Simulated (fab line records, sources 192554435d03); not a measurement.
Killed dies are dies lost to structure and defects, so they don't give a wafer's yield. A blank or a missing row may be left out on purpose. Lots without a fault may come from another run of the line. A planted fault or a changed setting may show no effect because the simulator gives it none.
Chamber matching | flow n5_finfet | N5_BEOL_M12_ETCH_68 on rie_diel-02: 4 sister chambers
The step etches SOC in N2/H2, time 285 s. 4 wafers are shown with their chamber, then 11 later ones without.

WAFERS WITH THEIR CHAMBER
wafer  | chamber | drypump_motor_current_A (A)
L079.5 | 1       | 5.5
L085.5 | 0       | 6.0
L085.6 | 2       | 6.2
L089.1 | 3       | 5.6

WAFERS WITHOUT THEIR CHAMBER
wafer  | drypump_motor_current_A (A)
L089.2 | 6.2
L089.6 | 6.2
L087.1 | 5.5
L087.2 | 5.5
L087.5 | 6.1
L090.1 | 6.2
L090.4 | 5.5
L090.5 | 5.5
L092.2 | 6.0
L092.3 | 5.5
L092.6 | 5.5

WHICH CHAMBER EACH WENT THROUGH
wafer  | from the rows above     | in truth
L089.2 | 2                       | 2
L089.6 | 2                       | 2
L087.1 | 1                       | 1
L087.2 | 1                       | 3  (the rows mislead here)
L087.5 | can't be placed: 0 or 2 | 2
L090.1 | 2                       | 2
L090.4 | 1                       | 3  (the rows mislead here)
L090.5 | 1                       | 1
L092.2 | 0                       | 0
L092.3 | 1                       | 1
L092.6 | 1                       | 1
Placed correctly: 8 of 11. Can't be placed from these rows: 1 (the true chamber is among the candidates in 1). Placed wrongly: 2.
How it was worked out, from the rows above alone: a wafer's distance from a chamber is the root of the sum, over the readings, of the square of ((its reading less the chamber's mean) divided by the reading's scatter). The wafer belongs to the nearest chamber; if the next one is less than 2 further off, it can't be placed. A chamber's mean is the mean of its shown wafers. The scatter: with one shown wafer a chamber, the root of the mean of the squares of how far each hidden wafer lies from its nearest shown one.
